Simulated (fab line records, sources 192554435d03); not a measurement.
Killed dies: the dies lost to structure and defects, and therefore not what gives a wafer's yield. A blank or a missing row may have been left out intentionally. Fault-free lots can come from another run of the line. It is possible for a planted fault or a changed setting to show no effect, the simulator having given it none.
Which tool is to blame?	flow n5-finfet	9 lots, 27 wafers sampled, at 5 steps of a route of 1938

## WHAT EACH GAUGE READ, for each wafer
N5_BEOL_M4_RC_MEAS_101. Usual: DIBL_N 36.1 mV/V, standard deviation 1.6; DIBL_P 35.7 mV/V, standard deviation 1.8; IOFF_N 0.159 nA/um, standard deviation 0.027; IOFF_P 0.21 nA/um, standard deviation 0.03; ION_N 673 uA/um, standard deviation 10; ION_P 462 uA/um, standard deviation 7.4; SS_N 71.4 mV/dec, standard deviation 0.56; SS_P 73.2 mV/dec, standard deviation 0.61; VT_N 249.7 mV, standard deviation 3; VT_P -250 mV, standard deviation 3.1.
lot	measured	on	DIBL_N (mV/V)	DIBL_P (mV/V)	IOFF_N (nA/um)	IOFF_P (nA/um)	ION_N (uA/um)	ION_P (uA/um)	SS_N (mV/dec)	SS_P (mV/dec)	VT_N (mV)	VT_P (mV)	flag
L616	day 8 17:10	prober-02	37.9 36.6 39.2	37.4 35.8 38.7	0.156 0.136 0.189	0.19 0.18 0.24	664 662 678	448 451 458	71.6 71.7 72.0	73.6 73.1 73.8	252.5 253.1 248.9	-253 -254 -251	
L617	day 8 23:52	prober-02	36.4 37.0 36.4	34.9 35.9 35.9	0.162 0.170 0.167	0.20 0.22 0.23	671 678 676	463 467 469	71.4 71.6 71.2	72.7 73.7 73.8	250.1 246.8 247.0	-250 -248 -247	
L622	day 10 11:17	prober-02	37.7 37.4 36.4	36.6 37.4 35.7	0.169 0.162 0.149	0.22 0.24 0.21	674 676 675	460 470 462	71.1 71.4 71.5	73.6 72.9 73.1	249.1 249.4 248.8	-251 -247 -248	
L627	day 11 15:17	prober-01	39.8 38.1 38.0	39.4 36.4 36.1	0.213 0.185 0.174	0.26 0.20 0.19	686 687 683	463 461 456	72.4 71.5 71.9	75.0 73.2 73.5	248.3 247.3 248.9	-249 -253 -253	
L628	day 11 15:35	prober-02	36.1 35.4 37.2	36.2 35.9 38.5	0.161 0.151 0.198	0.22 0.22 0.26	682 681 694	473 466 471	72.0 71.7 71.3	72.8 73.7 72.9	248.9 250.4 244.0	-245 -246 -246	
L629	day 12 12:33	prober-02	35.1 38.1 35.5	36.0 38.5 36.5	0.152 0.243 0.172	0.20 0.25 0.20	684 688 685	468 466 461	71.3 72.3 72.0	72.8 73.2 72.8	249.8 242.1 246.1	-252 -249 -249	
L614	day 13 19:43	prober-02	35.2 34.6 35.8	36.1 35.4 36.3	0.172 0.143 0.170	0.23 0.23 0.24	691 664 680	479 471 468	71.9 71.3 71.6	73.7 73.3 74.1	247.3 251.2 250.4	-247 -246 -246	
L633	day 13 21:15	prober-01	37.1 35.3 36.2	36.8 34.9 36.0	0.195 0.147 0.178	0.23 0.19 0.22	678 672 677	461 457 463	71.9 71.5 72.2	72.9 72.3 72.4	247.2 251.9 249.4	-250 -253 -250	
L634	day 15 05:43	prober-01	35.2 34.7 36.7	34.8 33.7 36.9	0.156 0.139 0.201	0.22 0.20 0.26	662 670 694	460 468 482	71.1 70.9 71.0	73.1 72.1 73.1	247.2 251.6 243.3	-244 -245 -242	

## WHAT TOOL EACH LOT RAN ON (gives the tool, then ch and the chambers of the sampled wafers, and finally the start)
lot	N5_BEOL_M0_STRIP_104	N5_BEOL_M0_ETCH_109	N5_BEOL_M0_ALD_136	N5_BEOL_M0_CVD_115
L616	rie-diel-01 ch 0,1,2, day 6 22:50	rie-diel-06 ch 0,1,3, day 6 23:13	ald-metal-03 ch 0,1,3, day 6 23:29	cvd-co-02 ch 1,2, day 6 23:47
L617	rie-diel-01 ch 0,1, day 7 02:16	rie-diel-01 ch 0,2,3, day 7 03:20	ald-metal-01 ch 0,2,3, day 7 05:19	cvd-co-02 ch 0,1, day 7 05:49
L622	rie-diel-01 ch 1,2,3, day 8 11:02	rie-diel-03 ch 0,2,3, day 8 11:28	ald-metal-02 ch 0,1,2, day 8 11:50	cvd-co-01 ch 0,1, day 8 12:16
L627	rie-diel-01 ch 2,3, day 9 08:52	rie-diel-06 ch 0,1, day 9 09:25	ald-metal-02 ch 0,2, day 9 10:32	cvd-co-02 ch 0,2, day 9 10:57
L628	rie-diel-01 ch 2,3, day 9 18:49	rie-diel-01 ch 0,1, day 9 19:34	ald-metal-03 ch 1,2, day 9 19:55	cvd-co-02 ch 0,2, day 9 20:21
L629	rie-diel-01 ch 0,1,2, day 9 22:10	rie-diel-01 ch 1,2,3, day 9 23:26	ald-metal-03 ch 0,1,2, day 10 00:31	cvd-co-02 ch 0,1,2, day 10 01:00
L614	rie-diel-03 ch 1,2,3, day 10 21:26	rie-diel-03 ch 0,1,3, day 10 21:58	ald-metal-01 ch 0,1,3, day 11 00:14	cvd-co-01 ch 0,1,2, day 11 00:37
L633	rie-diel-01 ch 0,3, day 11 07:41	rie-diel-06 ch 0,2, day 11 08:34	ald-metal-01 ch 0,1, day 11 09:02	cvd-co-01 ch 0,1, day 11 09:23
L634	rie-diel-01 ch 0,2,3, day 11 23:35	rie-diel-03 ch 0,1, day 12 00:00	ald-metal-03 ch 0,2,3, day 12 00:22	cvd-co-01 ch 0,2, day 12 00:43
- N5_BEOL_M0_STRIP_104: strips in N2/H2.
- N5_BEOL_M0_ETCH_109: etches SiCN in CH3F/O2, target depth 8 nm, overetch 2.4 nm, time 27.4 s.
- N5_BEOL_M0_ALD_136: deposits TaN, pulse time 2 s, purge time 3 s, co reactant purge time 2 s.
- N5_BEOL_M0_CVD_115: deposits Co from CCTBA/H2, time 120 s.

## AS READ BY THE TOOLS THEMSELVES (means over the sampled wafers that have a number; for cases with no such wafer, the mark the record gives instead)
N5_BEOL_M0_STRIP_104. Usual: drypump-motor-current-A 5.6 A, standard deviation 0.31; oes-product-au 0.78 a.u., standard deviation 0.077; rf-vpp-V 59.3 V, standard deviation 1.6; showerhead-plenum-p-Torr 2.57 Torr, standard deviation 0.073; throttle-valve-pct 23.7 %, standard deviation 0.37.
lot	tool	drypump-motor-current-A (A)	oes-product-au (a.u.)	rf-vpp-V (V)	showerhead-plenum-p-Torr (Torr)	throttle-valve-pct (%)	flag
L616	rie-diel-01	5.7	0.77	59.3	2.66	23.9	
L617	rie-diel-01	5.6	0.84	58.7	2.69	23.5	
L622	rie-diel-01	5.6	0.79	60.8	2.59	23.9	
L627	rie-diel-01	5.6	0.74	59.6	2.57	24.1	
L628	rie-diel-01	5.6	0.74	60.3	2.57	24.1	
L629	rie-diel-01	5.6	0.75	58.2	2.65	23.9	
L614	rie-diel-03	5.7	0.73	59.9	2.52	23.5	
L633	rie-diel-01	5.7	0.83	58.9	2.62	23.5	
L634	rie-diel-01	5.7	0.88	59.2	2.59	23.6	

N5_BEOL_M0_ETCH_109. Usual: CH3F_flow_sccm 30.01 sccm, standard deviation 0.084; drypump-motor-current-A 5.6 A, standard deviation 0.35; oes-product-au 0.66 a.u., standard deviation 0.055; rf-vpp-V 297.9 V, standard deviation 1.2; showerhead-plenum-p-Torr 2.02 Torr, standard deviation 0.047; throttle-valve-pct 16.39 %, standard deviation 0.28.
lot	tool	CH3F_flow_sccm (sccm)	drypump-motor-current-A (A)	oes-product-au (a.u.)	rf-vpp-V (V)	showerhead-plenum-p-Torr (Torr)	throttle-valve-pct (%)	flag
L616	rie-diel-06	29.91	5.5	0.66	297.6	2.03	16.48	
L617	rie-diel-01	30.08	5.6	0.71	298.6	2.05	16.17	
L622	rie-diel-03	30.05	5.6	0.61	297.2	2.02	16.56	
L627	rie-diel-06	30.06	5.8	0.67	296.6	1.97	16.27	
L628	rie-diel-01	30.13	5.6	0.69	299.4	2.09	16.09	
L629	rie-diel-01	30.06	5.6	0.66	297.8	2.03	16.40	
L614	rie-diel-03	29.97	5.4	0.68	296.7	2.02	16.35	
L633	rie-diel-06	29.97	5.6	0.69	296.8	1.98	16.24	
L634	rie-diel-03	29.99	5.5	0.71	297.7	2.04	16.38	

N5_BEOL_M0_ALD_136. Usual: heater-power-w 415 W, standard deviation 43.
lot	tool	heater-power-w (W)	flag
L616	ald-metal-03	414	
L617	ald-metal-01	425	
L622	ald-metal-02	422	
L627	ald-metal-02	428	
L628	ald-metal-03	454	
L629	ald-metal-03	428	
L614	ald-metal-01	422	
L633	ald-metal-01	423	
L634	ald-metal-03	413	

N5_BEOL_M0_CVD_115. Usual: run-length-s 143.2 s, standard deviation 0.62.
lot	tool	run-length-s (s)	flag
L616	cvd-co-02	142.9	
L617	cvd-co-02	142.7	
L622	cvd-co-01	142.9	
L627	cvd-co-02	143.8	
L628	cvd-co-02	192.3	OFF
L629	cvd-co-02	167.8	OFF
L614	cvd-co-01	142.7	
L633	cvd-co-01	142.9	
L634	cvd-co-01	143.2	

## THE ANSWER, worked out from the rows above alone
Rule: a lot counts as off when the mean over its wafers that have a number is more than 3 standard deviations away from the usual mean. A lot without any number at a reading at which 4 lots or more have one is off too. The other lots that the step has rows for count as sound. After the gauges, taken in route order, come the tools' own readings; for these a lot's mean is taken, as printed above. The first step at which some lot is off is used, and at that step the reading that is off furthest; a lot without a number counts as furthest.
Off, at N5_BEOL_M0_CVD_115 on run-length-s: L628, L629.
If a tool, at that step or one of the process steps before it, ran each lot that is off and ran no sound lot following the first of them, it fits. Undecided on this evidence; 2 tools fit (rie-diel-01 at N5_BEOL_M0_ETCH_109, cvd-co-02 at N5_BEOL_M0_CVD_115).

## WHAT HAD BEEN PUT IN BY THE SIMULATOR
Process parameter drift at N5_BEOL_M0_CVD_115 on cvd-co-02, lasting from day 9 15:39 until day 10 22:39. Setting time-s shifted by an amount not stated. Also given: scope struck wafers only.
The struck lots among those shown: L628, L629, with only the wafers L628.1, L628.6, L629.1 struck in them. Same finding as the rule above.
